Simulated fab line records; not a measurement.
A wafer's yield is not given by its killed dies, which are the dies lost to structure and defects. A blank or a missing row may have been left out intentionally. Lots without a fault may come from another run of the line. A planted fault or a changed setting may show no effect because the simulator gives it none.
Problem report, 8D (eight disciplines) form, completed by code    flow n5_finfet    the parts of the form that need people (team, actions taken, sign-off) are left out

== 1. THE ISSUE ==
At N5_BEOL_M4_ETCH_41, oes_product_au averages 1.20 a.u. over 2 wafers from 2 lots, while fault-free wafers read 0.82 a.u., standard deviation 0.069. That is +5.5 standard deviations from the usual mean.
The step: etches SiCN in CH3F/O2, target depth 29.9 nm, time 52.5 s.
Seen first at day 10 18:59 on rie_diel-04, wafer L809.2. Wafers with a number at this step in the record: 27, from 9 lots. Rule for "out", or "out of limits": more than 4 standard deviations from the usual mean. The other wafers with a number count as sound.

== 2. WHAT THIS IS AND IS NOT ==
question                     is                 is not
which readings at this step  oes_product_au     bias_w, drypump_motor_current_A, rf_fwd_power_W, rf_vpp_V, showerhead_plenum_p_Torr, throttle_valve_pct
which lots                   L809, L810         L798, L800, L802, L805, L812, L818, L819
which wafers of those lots   L809.2, L810.1     L809.3, L809.4, L810.3, L810.5
read on which tools          rie_diel-04        rie_diel-02, rie_diel-05
when                         from day 10 18:59  up to then (14 sound wafers); but 11 sound wafers of L810, L812, L818, L819 came after

== 3. WHAT RULES OUT EACH SUSPECT ==
Counting: a tool at a process step up to the reading stays a suspect if it ran every lot that is out. Sound lots after the first of them don't rule it out here, since some wafers of a struck lot are sound.
- rie_diel-04 at N5_BEOL_M4_ETCHBACK_99 (etches SiO2 in CHF3, target depth 5 nm, time 10.4 s): kept. Every lot that is out went through it, the first being L809 (day 10 18:35); the last sound lot it ran before that was L800 (day 8 04:58).
- rie_diel-04 at N5_BEOL_M4_ETCH_41 (etches SiCN in CH3F/O2, target depth 29.9 nm, time 52.5 s): kept. Every lot that is out went through it, the first being L809 (day 10 18:59); the last sound lot it ran before that was L800 (day 8 05:14). Its own oes_product_au readings are out on those wafers.
Left after counting: rie_diel-04 at N5_BEOL_M4_ETCHBACK_99, rie_diel-04 at N5_BEOL_M4_ETCH_41.

== 4. THE CAUSE (what the simulator had put in) ==
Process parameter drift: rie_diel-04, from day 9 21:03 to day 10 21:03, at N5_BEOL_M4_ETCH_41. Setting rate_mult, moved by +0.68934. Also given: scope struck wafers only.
After counting, 2 suspects remain, this tool included.

== 5. SEQUENCE OF EFFECTS, ordered by route ==
Each row: a reading where the mean over the struck wafers with a number is more than 3 standard deviations away from the usual. Only readings for which the record gives a usual standard deviation are gone through. hours: the time from each lot's start at the first step in this table that gives one to its start at this step, as a median over the lots. sigmas: the change in usual standard deviations.
hours  step                reading         usual      on struck wafers  change  sigmas
0      N5_BEOL_M4_ETCH_41  oes_product_au  0.82 a.u.  1.20              +0.38   +5.5
Process steps it contains:
- N5_BEOL_M4_ETCH_41: etches SiCN in CH3F/O2, target depth 29.9 nm, time 52.5 s.
At these later measuring or inspecting steps, every struck wafer for which the step has a row has a number for every such reading, and none has moved that far: N5_BEOL_M4_CD_MEAS_35, N5_BEOL_M4_RC_MEAS_101.

== 6. WHAT WOULD HAVE CAUGHT IT SOONER ==
In this record no reading fell out of limits until day 10 18:59, 22 hours after the fault had begun at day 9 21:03.
